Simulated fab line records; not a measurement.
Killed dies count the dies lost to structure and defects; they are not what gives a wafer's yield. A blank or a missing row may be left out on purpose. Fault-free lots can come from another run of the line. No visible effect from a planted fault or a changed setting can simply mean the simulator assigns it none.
Which tool is to blame?	flow nand harc	Sampling: 6 lots, 18 wafers, 3 of 1159 route steps

WHAT THE GAUGES SHOWED, per wafer
NHARC_A_M1_INSPECT_27.
lot	measured	on	raw defect count
L908	day 18 04:17	defect inspect-02	436 465 475
L906	day 18 12:02	defect inspect-02	307 366 387
L911	day 19 04:40	defect inspect-01	515 426 405
L913	day 20 04:02	defect inspect-02	388 332 298
L918	day 21 03:11	defect inspect-02	371 459 416
L917	day 21 09:10	defect inspect-01	509 433 533

WHICH TOOL RAN EACH LOT (tool, then ch and the chambers of the sampled wafers, then the start)
lot	NHARC_A_M1_ETCH_28	NHARC_A_M1_CMP_23
L908	rie diel-05 ch 0,2, day 18 03:48 or earlier	cmp-04 ch 0,1, day 18 03:48
L906	rie diel-07 ch 1,3, day 18 11:34 or earlier	cmp-01 ch 1,3, day 18 11:34
L911	rie diel-05 ch 1,2,3, day 19 04:11 or earlier	cmp-03 ch 0,1, day 19 04:11
L913	rie diel-07 ch 0,2,3, day 20 03:35 or earlier	cmp-01 ch 1,2,3, day 20 03:35
L918	rie diel-05 ch 1,2, day 21 02:44 or earlier	cmp-01 ch 1,2, day 21 02:44
L917	rie diel-05 ch 0,2,3, day 21 08:45 or earlier	cmp-04 ch 0,1,2, day 21 08:45
- NHARC_A_M1_ETCH_28: etches the open film in CF4/N2, target depth 30 nm, time 72.99 s.
- NHARC_A_M1_CMP_23: polishes, t overpolish 20 s, target thk 154.34 nm.

THE ANSWER, worked out from the rows above alone
Rule: usual is defined by the lots themselves. The widest of any qualifying gaps counts: lots, ordered by their means at a reading, are off when they make up no more than a third of the lots, leave a main group of 4 or more, and stand apart from it by 3 or more times the standard deviation of that group's means. If all means in a main group match to the digits the tables above print for the reading, that group is not used. Also off: a lot with no number at a reading for which 4 or more lots have one. The other lots that the step has rows for count as sound.
No lot is off at any reading shown: from this, nothing can be told.

WHAT THE SIMULATOR HAD PUT IN
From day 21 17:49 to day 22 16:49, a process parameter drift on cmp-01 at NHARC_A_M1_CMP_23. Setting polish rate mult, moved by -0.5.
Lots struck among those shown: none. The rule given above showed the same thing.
